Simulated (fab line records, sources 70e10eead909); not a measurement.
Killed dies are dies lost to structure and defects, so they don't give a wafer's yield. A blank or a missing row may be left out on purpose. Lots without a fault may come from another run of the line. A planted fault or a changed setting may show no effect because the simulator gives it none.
Which tool did it? | flow nand_harc | 13 lots, 37 wafers sampled, at 6 steps of a route of 1302

WHAT THE GAUGES READ, wafer by wafer
NHARC_A_ONON_D1_THK_MEAS_21: measures by ellipsometry. Usual: thk_nm 996 nm, standard deviation 11.
lot  | measured     | on            | thk_nm (nm)    | flag
L956 | day 8 06:43  | film_metro-01 | 1006 1005 1005 |
L958 | day 9 04:26  | film_metro-01 | 981 981 982    |
L959 | day 9 04:26  | film_metro-01 | 1014 1012 1013 |
L960 | day 9 15:05  | film_metro-02 | 985 988 985    |
L963 | day 10 22:04 | film_metro-02 | 996 996 997    |
L964 | day 11 11:28 | film_metro-01 | 1005 1005 1007 |
L966 | day 12 17:44 | film_metro-01 | 998 999 999    |
L967 | day 12 23:12 | film_metro-01 | 1003 1005 1004 |
L969 | day 13 15:05 | film_metro-01 | 1007 1009 1009 |
L973 | day 15 00:08 | film_metro-01 | 650 650 983    | OFF
L974 | day 15 19:00 | film_metro-01 | 679 1010       | OFF
L975 | day 16 02:24 | film_metro-02 | 1001 1002 1003 |
L977 | day 16 14:44 | film_metro-01 | 663 994        | OFF

NHARC_END_SORT_01. Usual: killed_at_array 57, standard deviation 18; killed_at_other 0.9, standard deviation 1.3; killed_at_periphery 3.5, standard deviation 2.2; killed_dies 62, standard deviation 18; killed_open 3.0, standard deviation 1.7; killed_short 2.3, standard deviation 1.5.
lot  | measured     | on        | killed_at_array | killed_at_other | killed_at_periphery | killed_dies | killed_open | killed_short | flag
L973 | day 30 10:23 | prober-01 | 676 675 63      | 0 0 0           | 1 2 2               | 677 677 65  | 2 3 2       | 2 0 6        | OFF
L974 | day 31 13:04 | prober-01 | 672 49          | 0 0             | 5 5                 | 677 54      | 1 4         | 1 0          | OFF
L977 | day 32 19:23 | prober-01 | 673 66          | 1 1             | 3 3                 | 677 70      | 2 4         | 5 2          | OFF

WHICH TOOL RAN EACH LOT (tool, then ch and the chambers of the sampled wafers, then the start)
lot  | NHARC_P_BONDPAD_DESCUM_11          | NHARC_P_BONDPAD_DEGAS_25     | NHARC_A_ZERO_WELL_ETCH_13        | NHARC_A_ONON_D1_DEP_19
L956 | rie_diel-08 ch 0,1, day 6 15:29    | pvd_sputter-02, day 6 16:28  | rie_si-06 ch 0,2,3, day 6 19:48  | pecvd_onon-04 ch 0, day 8 06:16
L958 | rie_diel-13 ch 1,2, day 7 15:24    | pvd_sputter-02, day 7 16:20  | rie_si-04 ch 0,3, day 7 20:22    | pecvd_onon-04 ch 0, day 9 03:56
L959 | rie_diel-13 ch 0,1,3, day 7 18:41  | pvd_sputter-01, day 7 19:37  | rie_si-01 ch 0,3, day 7 22:54    | pecvd_onon-03 ch 0, day 9 03:56
L960 | rie_diel-03 ch 1,2,3, day 8 01:49  | pvd_sputter-01, day 8 02:44  | rie_si-01 ch 1,2, day 8 06:05    | pecvd_onon-03 ch 0, day 9 14:45
L963 | rie_diel-13 ch 0,2, day 9 10:08    | pvd_sputter-01, day 9 11:07  | rie_si-06 ch 0,2,3, day 9 14:17  | pecvd_onon-04 ch 0, day 10 21:37
L964 | rie_diel-08 ch 2,3, day 9 23:11    | pvd_sputter-01, day 10 00:07 | rie_si-06 ch 1,2, day 10 03:19   | pecvd_onon-01 ch 0, day 11 11:01
L966 | rie_diel-08 ch 0,1,3, day 11 01:44 | pvd_sputter-03, day 11 02:41 | rie_si-01 ch 1,2, day 11 05:59   | pecvd_onon-03 ch 0, day 12 17:23
L967 | rie_diel-08 ch 0,1, day 11 07:31   | pvd_sputter-02, day 11 08:30 | rie_si-01 ch 0,3, day 11 11:50   | pecvd_onon-04 ch 0, day 12 22:45
L969 | rie_diel-08 ch 1,2,3, day 12 02:31 | pvd_sputter-02, day 12 03:31 | rie_si-01 ch 0,1,2, day 12 06:49 | pecvd_onon-04 ch 0, day 13 14:34
L973 | rie_diel-03 ch 0,3, day 13 13:23   | pvd_sputter-02, day 13 14:19 | rie_si-01 ch 1,3, day 13 17:37   | pecvd_onon-04 ch 0, day 14 23:37
L974 | rie_diel-13 ch 1,3, day 14 04:20   | pvd_sputter-01, day 14 05:17 | rie_si-06 ch 1,2, day 14 08:33   | pecvd_onon-04 ch 0, day 15 18:29
L975 | rie_diel-13 ch 0,2,3, day 14 13:37 | pvd_sputter-01, day 14 14:34 | rie_si-01 ch 1,2,3, day 14 17:56 | pecvd_onon-01 ch 0, day 16 01:53
L977 | rie_diel-08 ch 1,2, day 15 03:17   | pvd_sputter-03, day 15 04:13 | rie_si-06 ch 1,2, day 15 07:26   | pecvd_onon-04 ch 0, day 16 14:20
- NHARC_P_BONDPAD_DESCUM_11: chemistry O2, time 3 s.
- NHARC_P_BONDPAD_DEGAS_25: time 60 s.
- NHARC_A_ZERO_WELL_ETCH_13: etches the open film in HBr/Cl2, target depth 120 nm, time 40.1 s.
- NHARC_A_ONON_D1_DEP_19: target thk 1000 nm.

WHAT THE TOOLS THEMSELVES READ (means of the sampled wafers that have a number; where no wafer has one, the mark that the record gives instead)
NHARC_P_BONDPAD_DESCUM_11. Usual: drypump_motor_current_A 5.6 A, standard deviation 0.5; oes_product_au 1.003 a.u., standard deviation 0.01; rf_vpp_V 57.9 V, standard deviation 0.87; showerhead_plenum_p_Torr 1.93 Torr, standard deviation 0.088; throttle_valve_pct 11.311 %, standard deviation 0.0087.
lot  | tool        | drypump_motor_current_A (A) | oes_product_au (a.u.) | rf_vpp_V (V) | showerhead_plenum_p_Torr (Torr) | throttle_valve_pct (%) | flag
L956 | rie_diel-08 | 5.8                         | 1.009                 | 57.9         | 1.96                            | 11.315                 |
L958 | rie_diel-13 | 5.8                         | 1.013                 | 56.9         | 1.84                            | 11.304                 |
L959 | rie_diel-13 | 5.6                         | 1.008                 | 57.5         | 1.90                            | 11.316                 |
L960 | rie_diel-03 | 5.3                         | 0.999                 | 58.0         | 1.99                            | 11.309                 |
L963 | rie_diel-13 | 5.9                         | 0.998                 | 57.4         | 1.90                            | 11.313                 |
L964 | rie_diel-08 | 6.0                         | 1.006                 | 57.9         | 1.89                            | 11.303                 |
L966 | rie_diel-08 | 5.8                         | 1.014                 | 58.1         | 1.93                            | 11.304                 |
L967 | rie_diel-08 | 5.8                         | 1.005                 | 57.9         | 1.96                            | 11.311                 |
L969 | rie_diel-08 | 5.8                         | 1.009                 | 57.4         | 1.88                            | 11.311                 |
L973 | rie_diel-03 | 4.9                         | 1.001                 | 58.2         | 2.03                            | 11.306                 |
L974 | rie_diel-13 | 5.5                         | 1.010                 | 57.6         | 1.83                            | 11.305                 |
L975 | rie_diel-13 | 6.0                         | 0.997                 | 57.4         | 1.90                            | 11.309                 |
L977 | rie_diel-08 | 5.7                         | 1.001                 | 57.5         | 1.83                            | 11.296                 |

NHARC_P_BONDPAD_DEGAS_25. Usual: heater_power_w 459 W, standard deviation 48.
lot  | tool           | heater_power_w (W) | flag
L956 | pvd_sputter-02 | 393                |
L958 | pvd_sputter-02 | 401                |
L959 | pvd_sputter-01 | 478                |
L960 | pvd_sputter-01 | 418                |
L963 | pvd_sputter-01 | 453                |
L964 | pvd_sputter-01 | 492                |
L966 | pvd_sputter-03 | 476                |
L967 | pvd_sputter-02 | 396                |
L969 | pvd_sputter-02 | 406                |
L973 | pvd_sputter-02 | 391                |
L974 | pvd_sputter-01 | 490                |
L975 | pvd_sputter-01 | 457                |
L977 | pvd_sputter-03 | 522                |

NHARC_A_ZERO_WELL_ETCH_13. Usual: bias_w 100.0 W, standard deviation 0.31; drypump_motor_current_A 5.8 A, standard deviation 0.38; oes_product_au 0.998 a.u., standard deviation 0.01; throttle_valve_pct 26.406 %, standard deviation 0.0097.
lot  | tool      | bias_w (W) | drypump_motor_current_A (A) | oes_product_au (a.u.) | throttle_valve_pct (%) | flag
L956 | rie_si-06 | 100.0      | 5.9                         | 1.002                 | 26.403                 |
L958 | rie_si-04 | 99.9       | 6.0                         | 0.989                 | 26.409                 |
L959 | rie_si-01 | 99.9       | 5.5                         | 0.996                 | 26.406                 |
L960 | rie_si-01 | 99.9       | 5.5                         | 0.999                 | 26.412                 |
L963 | rie_si-06 | 100.0      | 5.9                         | 1.001                 | 26.412                 |
L964 | rie_si-06 | 100.1      | 6.2                         | 1.005                 | 26.413                 |
L966 | rie_si-01 | 99.9       | 5.5                         | 1.011                 | 26.406                 |
L967 | rie_si-01 | 100.1      | 5.5                         | 0.997                 | 26.408                 |
L969 | rie_si-01 | 99.8       | 5.5                         | 1.001                 | 26.403                 |
L973 | rie_si-01 | 100.2      | 5.2                         | 0.996                 | 26.401                 |
L974 | rie_si-06 | 100.1      | 6.3                         | 1.000                 | 26.392                 |
L975 | rie_si-01 | 100.1      | 5.4                         | 1.006                 | 26.406                 |
L977 | rie_si-06 | 99.8       | 6.3                         | 0.988                 | 26.415                 |

THE ANSWER, worked out from the rows above alone
Rule: a lot is off if the mean of its wafers that have a number lies more than 3 standard deviations from the usual mean. A lot without any number at a reading at which 4 lots or more have one is off too. The other lots that the step has rows for count as sound. The gauges are gone through in route order, then the tools' own readings, and for those a lot's mean is taken as printed above. The first step at which some lot is off is used, and at that step the reading that is off furthest; a lot without a number counts as furthest.
Off: L973, L974, L977, at NHARC_A_ONON_D1_THK_MEAS_21 (thk_nm).
A tool fits if, at a process step before that reading, it ran every lot that is off, and no sound lot after the first of them. The gauges at NHARC_A_ONON_D1_THK_MEAS_21 aren't tried: what is off there is off at NHARC_END_SORT_01 too, on other tools, and a gauge's error can't cause that. One fits: pecvd_onon-04 at NHARC_A_ONON_D1_DEP_19. Its last sound lot is L969 (day 13 14:34), its first lot that is off L973 (day 14 23:37): a fault that began between those two fits.

WHAT THE SIMULATOR HAD PUT IN
Process parameter drift: pecvd_onon-04, from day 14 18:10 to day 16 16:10, at NHARC_A_ONON_D1_DEP_19. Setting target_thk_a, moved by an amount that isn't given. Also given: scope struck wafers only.
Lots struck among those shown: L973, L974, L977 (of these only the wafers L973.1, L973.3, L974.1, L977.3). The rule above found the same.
